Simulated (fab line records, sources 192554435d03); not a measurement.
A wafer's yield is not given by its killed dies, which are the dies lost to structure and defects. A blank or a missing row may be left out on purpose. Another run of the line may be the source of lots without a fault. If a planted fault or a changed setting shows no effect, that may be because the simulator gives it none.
A lot that was struck, set against a sound lot + flow n5Finfet + 42 steps out of a route of 1938
Sound: these wafers, L425.3, L425.4, L425.6. The struck wafers were L416.2, L416.4, L416.6. The cause is given at the end.
Per side, at each step with rows, come the tool, then ch with its chambers, and then its first start. Under that, the readings that differ: sound wafers + struck wafers + difference of the means + sigmas: that difference in standard deviations of wafers without a fault.
alike: words and numbers the same on both sides, and readings whose means are apart by under 2 such deviations; not compared: readings that were withheld, readings missing a value for some wafer, numbers with overlapping values and no deviation given by the record, and bounds like >300 which may hide the same value.
The two part at a step that has a row with sigmas, a row that says differs or no value, or rows on one side only. When numbers do not overlap yet have no deviation, they are printed without sigmas and do not part them. Lack of a reading on every wafer of one side parts them only where that side has two or more wafers.

first, 12 steps without rows for these wafers: N5_BEOL_M2_ETCH_77 (etches underlayer in N2/H2, target depth 6.5 nm, time 5.2 s); N5_BEOL_M2_ETCH_69 (etches SiARC in CF4, target depth 15.6 nm, time 26 s); N5_BEOL_M2_ALD_98 (deposits SiO2, target thk 2.5 nm, pulse time 1 s, co reactant pulse time 1 s); N5_BEOL_M2_ETCHBACK_99 (etches SiO2 in CHF3, target depth 5 nm, time 10.4 s); N5_BEOL_M2_ETCH_70 (etches SOC in N2/H2, target depth 80 nm, overetch 24 nm, time 130 s); N5_BEOL_M2_STRIP_71 (strips in N2/H2); N5_BEOL_M2_STRIP_78 (strips in N2/H2); N5_BEOL_M2_VIA_ETCH_34 (etches the open film in C4F6/O2, target depth 69.4 nm, time 65.9 s); N5_BEOL_M2_STRIP_83 (strips in C4F6/O2); N5_BEOL_M2_STRIP_36 (strips in N2/H2); N5_BEOL_M2_TRENCH_ETCH_37 (etches SiOC in C4F6/O2, target depth 55.555 nm, time 29.2 s); N5_BEOL_M2_ETCH_41 (etches SiCN in CH3F/O2, target depth 29.9 nm, time 52.5 s).
N5_BEOL_M2_STRIP_97: strips in N2/H2, time 10 s.
  sound on rieDiel-03 ch 0,1,2, day 10 09:06; struck on rieDiel-03 ch 0,2,3, day 7 18:19
  no value came back on the struck wafers for any of 8 readings (biasPowerW (W), chamberPressureMTorr (mTorr) and others); on the sound wafers biasPowerW (W) reads 6.981 7.012 6.962
  not compared: rfHoursCounterH
then, 27 steps without rows for these wafers: N5_BEOL_M2_HM_STRIP_39 (strips TiN in peroxide tin strip, target depth 25 nm, time 158 s); N5_BEOL_M2_SRD_40 (time 30 s); N5_BEOL_M2_PRECLEAN_42 (cleans in residue remover, time 60 s); N5_BEOL_M2_SRD_43 (time 30 s); N5_BEOL_M2_DEGAS_44 (time 60 s); N5_BEOL_M2_PRE_CLEAN_45 (time 30 s); N5_BEOL_M2_ALD_84 (deposits TaN, pulse time 2 s, purge time 3 s, co reactant purge time 2 s); N5_BEOL_M2_SURFACE_TREAT_85; N5_BEOL_M2_CVD_47 (deposits Co from CCTBA/H2, target thk 3 nm, time 223.8 s); N5_BEOL_M2_SPUTTER_48 (material Cu, target thk 4.5 nm, time 8.29 s); N5_BEOL_M2_ANNEAL_49 (time 240 s); N5_BEOL_M2_SPUTTER_79 (material Cu, target thk 4.5 nm, time 8.29 s); N5_BEOL_M2_ANNEAL_80 (time 240 s); N5_BEOL_M2_SPUTTER_81 (material Cu, target thk 4.5 nm, time 8.29 s); N5_BEOL_M2_ANNEAL_82 (time 240 s); N5_BEOL_M2_SPUTTER_86 (material Cu, target thk 4.5 nm, time 8.29 s); N5_BEOL_M2_ANNEAL_87 (time 240 s); N5_BEOL_M2_SPUTTER_88 (material Cu, target thk 4.5 nm, time 8.29 s); N5_BEOL_M2_ANNEAL_89 (time 240 s); N5_BEOL_M2_SPUTTER_90 (material Cu, target thk 4.5 nm, time 8.29 s); N5_BEOL_M2_ANNEAL_91 (time 240 s); N5_BEOL_M2_SPUTTER_92 (material Cu, target thk 4.5 nm, time 8.29 s); N5_BEOL_M2_ANNEAL_93 (time 240 s); N5_BEOL_M2_SPUTTER_94 (material Cu, target thk 4.5 nm, time 8.29 s); N5_BEOL_M2_ANNEAL_95 (time 240 s); N5_BEOL_M2_SPUTTER_96 (material Cu, target thk 4.5 nm, time 8.29 s); N5_BEOL_M2_ECD_50 (material Cu, target thk 300 nm).
N5_BEOL_M4_RC_MEAS_101:
  sound on prober-02 ch 0, day 11 17:20; struck on prober-02 ch 0, day 8 20:44
  alike: DIBL_N, DIBL_P, IOFF_N, IOFF_P, ION_N, ION_P, SS_N, SS_P, VT_N, VT_P
-- here the record skips 5 days between the struck wafers' starts before and after, leaving off in module BEOL_M4 and picking up in module PASSIVATION (first step shown: number 1936 of the route) --
N5_PASSIVATION_PROBE_49:
  only the struck wafers here have rows in the record (prober-02, day 13 16:41); the sound ones have none

== WHERE THEY PART ==
At N5_BEOL_M2_STRIP_97 first; at N5_PASSIVATION_PROBE_49 last (within this record only).

WHY: what the simulator had put in
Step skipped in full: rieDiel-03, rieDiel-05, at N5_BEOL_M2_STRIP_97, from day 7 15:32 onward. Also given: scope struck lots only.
